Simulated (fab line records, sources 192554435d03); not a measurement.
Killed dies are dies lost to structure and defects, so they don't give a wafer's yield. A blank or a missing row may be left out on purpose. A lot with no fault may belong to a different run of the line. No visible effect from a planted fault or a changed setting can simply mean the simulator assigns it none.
Chamber matching :: flow n5 finfet :: 4 sister chambers for N5_BEOL_M11_DESCUM_33 on rie diel-05
The step chemistry O2, time 7.9 s. 4 wafers are shown with their chamber, then 8 later ones without.

EACH WAFER AND ITS CHAMBER
wafer: L089.1
chamber: 0
showerhead plenum p Torr (Torr): 2.06

wafer: L089.4
chamber: 2
showerhead plenum p Torr (Torr): 2.05

wafer: L089.6
chamber: 1
showerhead plenum p Torr (Torr): 2.22

wafer: L092.1
chamber: 3
showerhead plenum p Torr (Torr): 2.16

WAFERS WITH NO CHAMBER GIVEN
wafer: L092.3
showerhead plenum p Torr (Torr): 2.21

wafer: L092.6
showerhead plenum p Torr (Torr): 2.04

wafer: L095.2
showerhead plenum p Torr (Torr): 2.16

wafer: L095.3
showerhead plenum p Torr (Torr): 2.06

wafer: L095.6
showerhead plenum p Torr (Torr): 2.16

wafer: L097.3
showerhead plenum p Torr (Torr): 2.04

wafer: L097.4
showerhead plenum p Torr (Torr): 2.16

wafer: L097.6
showerhead plenum p Torr (Torr): 2.21

WHICH CHAMBER EACH ONE RAN IN
wafer: L092.3
from the rows above: 1
in truth: 1

wafer: L092.6
from the rows above: can't be placed: 2 or 0
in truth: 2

wafer: L095.2
from the rows above: 3
in truth: 3

wafer: L095.3
from the rows above: can't be placed: 0 or 2
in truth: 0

wafer: L095.6
from the rows above: 3
in truth: 3

wafer: L097.3
from the rows above: can't be placed: 2 or 0
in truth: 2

wafer: L097.4
from the rows above: 3
in truth: 3

wafer: L097.6
from the rows above: 1
in truth: 1
Placed correctly: 5 of 8. Unplaceable from these rows: 3, with the true chamber sitting among the candidates in 3. Placed wrongly: 0.
How it was worked out, from the rows above alone: a wafer's distance from a chamber is the root of the sum, over the readings, of the square of ((its reading less the chamber's mean) divided by the reading's scatter). The wafer belongs to the nearest chamber; if the next one is less than 2 further off, it can't be placed. The mean given for a chamber averages the wafers shown for that chamber. The scatter (one wafer shown for each chamber): square how far every hidden wafer sits from the nearest shown wafer, average those squares and take the square root.
